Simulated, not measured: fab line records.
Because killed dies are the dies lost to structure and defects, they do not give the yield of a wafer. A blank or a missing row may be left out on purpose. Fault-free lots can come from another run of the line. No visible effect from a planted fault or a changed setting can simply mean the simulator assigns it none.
Matching of chambers :: flow n5_finfet :: N5_MOL_CONTACT_COAG_ETCHBACK_136 on rie_diel-04: 4 sister chambers
The step etches SiO2 in CHF3, target depth 25 nm, time 16.7 s. 8 wafers are shown with their chamber, then 8 later ones without.

## EACH WAFER AND ITS CHAMBER
wafer: L080.2
chamber: 3
drypump_motor_current_A (A): 5.9
rf_vpp_V (V): 500

wafer: L083.4
chamber: 2
drypump_motor_current_A (A): 5.7
rf_vpp_V (V): 538

wafer: L084.1
chamber: 1
drypump_motor_current_A (A): 6.1
rf_vpp_V (V): 530

wafer: L084.3
chamber: 2
drypump_motor_current_A (A): 5.7
rf_vpp_V (V): 538

wafer: L092.1
chamber: 1
drypump_motor_current_A (A): 6.1
rf_vpp_V (V): 530

wafer: L092.4
chamber: 0
drypump_motor_current_A (A): 6.5
rf_vpp_V (V): 526

wafer: L092.5
chamber: 3
drypump_motor_current_A (A): 6.0
rf_vpp_V (V): 508

wafer: L093.3
chamber: 0
drypump_motor_current_A (A): 6.5
rf_vpp_V (V): 527

## WAFERS WHOSE CHAMBER IS MISSING
wafer: L093.4
drypump_motor_current_A (A): 5.9
rf_vpp_V (V): 508

wafer: L093.5
drypump_motor_current_A (A): 6.5
rf_vpp_V (V): 526

wafer: L095.2
drypump_motor_current_A (A): 5.9
rf_vpp_V (V): 509

wafer: L095.3
drypump_motor_current_A (A): 5.7
rf_vpp_V (V): 536

wafer: L095.4
drypump_motor_current_A (A): 6.5
rf_vpp_V (V): 526

wafer: L097.2
drypump_motor_current_A (A): 5.9
rf_vpp_V (V): 508

wafer: L097.3
drypump_motor_current_A (A): 6.1
rf_vpp_V (V): 531

wafer: L097.4
drypump_motor_current_A (A): 5.8
rf_vpp_V (V): 538

## CHAMBER TAKEN BY EACH
wafer: L093.4
from the rows above: 3
in truth: 3

wafer: L093.5
from the rows above: 0
in truth: 0

wafer: L095.2
from the rows above: 3
in truth: 3

wafer: L095.3
from the rows above: 2
in truth: 2

wafer: L095.4
from the rows above: 0
in truth: 0

wafer: L097.2
from the rows above: 3
in truth: 3

wafer: L097.3
from the rows above: 1
in truth: 1

wafer: L097.4
from the rows above: 2
in truth: 2
8 of 8 placed correctly. Left unplaced by these rows: 0. 0 placed wrongly.
How it was worked out, from the rows above alone: a wafer's distance from a chamber is the root of the sum, over the readings, of the square of ((its reading less the chamber's mean) divided by the reading's scatter). The wafer belongs to the nearest chamber; if the next one is less than 2 further off, it can't be placed. For every chamber, the mean is computed from those of its wafers that are shown. How the scatter is found: for the shown wafers, subtract from each reading the mean of its chamber, square and add these, divide the total by (wafers less chambers), then take the root.
